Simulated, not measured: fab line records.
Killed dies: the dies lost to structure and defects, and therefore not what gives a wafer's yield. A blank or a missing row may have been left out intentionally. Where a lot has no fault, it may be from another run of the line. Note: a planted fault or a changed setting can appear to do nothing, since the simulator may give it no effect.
Chamber matching -- flow n5-finfet -- pecvd-01 running N5_BEOL_M10_PECVD_70: 3 sister chambers
The step deposits SiO2 from TEOS/O2, target thk 20 nm, time 22.7 s. 20 wafers are shown with their chamber, then 10 later ones without.

## WAFERS PAIRED WITH THEIR CHAMBERS
wafer,chamber,throttle-valve-pct (%),showerhead-plenum-p-Torr (Torr),heater-power-w (W)
L074.2,2,21.2,8.77,709
L074.3,0,23.6,8.83,767
L074.4,2,21.5,8.77,707
L077.2,0,23.7,8.80,723
L077.3,2,21.7,8.78,643
L077.4,0,23.5,8.83,721
L078.1,0,23.7,8.81,755
L078.4,2,21.2,8.79,739
L078.5,1,21.9,8.79,657
L080.3,2,21.3,8.79,680
L080.4,0,23.8,8.84,786
L080.5,1,22.0,8.79,628
L081.3,0,24.0,8.84,735
L081.5,2,21.3,8.76,735
L081.6,0,23.8,8.85,708
L088.2,2,22.0,8.76,740
L088.5,2,21.7,8.80,730
L088.6,2,21.6,8.74,735
L087.1,0,23.6,8.85,712
L087.2,2,21.7,8.81,681

SIGNATURES (means of the wafers above)
reading,chamber 0,chamber 1,chamber 2,scatter within a chamber
throttle-valve-pct,23.712,21.950,21.520,0.218
showerhead-plenum-p-Torr,8.8313,8.7900,8.7770,0.0192
heater-power-w,738.38,642.50,709.90,30.3
Rule: distance of a wafer from a chamber = root of the sum over the readings of ((wafer's reading minus chamber's mean) / reading's scatter) squared. If the next closest chamber is less than 2 further off than the closest, the wafer can't be placed; otherwise it belongs to the closest. The scatter: take each reading less its chamber's mean, square it, sum over the shown wafers, divide by the number of wafers less the number of chambers, and take the root.

## WAFERS WITHOUT THEIR CHAMBER
wafer,throttle-valve-pct (%),showerhead-plenum-p-Torr (Torr),heater-power-w (W)
L087.3,21.5,8.78,677
L095.2,22.1,8.80,695
L095.4,23.7,8.82,666
L095.5,22.0,8.79,695
L096.1,21.8,8.80,698
L096.3,21.7,8.77,731
L096.6,21.9,8.82,693
L097.3,21.6,8.79,623
L097.4,23.5,8.84,777
L097.6,22.5,8.80,646

## WHICH CHAMBER EACH ONE RAN IN
wafer,from the rows above,in truth
L087.3,can't be placed: 2 or 1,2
L095.2,can't be placed: 1 or 2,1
L095.4,0,0
L095.5,can't be placed: 1 or 2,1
L096.1,can't be placed: 2 or 1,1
L096.3,2,2
L096.6,can't be placed: 1 or 2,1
L097.3,can't be placed: 1 or 2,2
L097.4,0,0
L097.6,1,1
Correctly placed: 4 of 10. Cannot be placed on the basis of these rows: 6; the candidates contain the true chamber in 6. Number placed wrongly: 0.
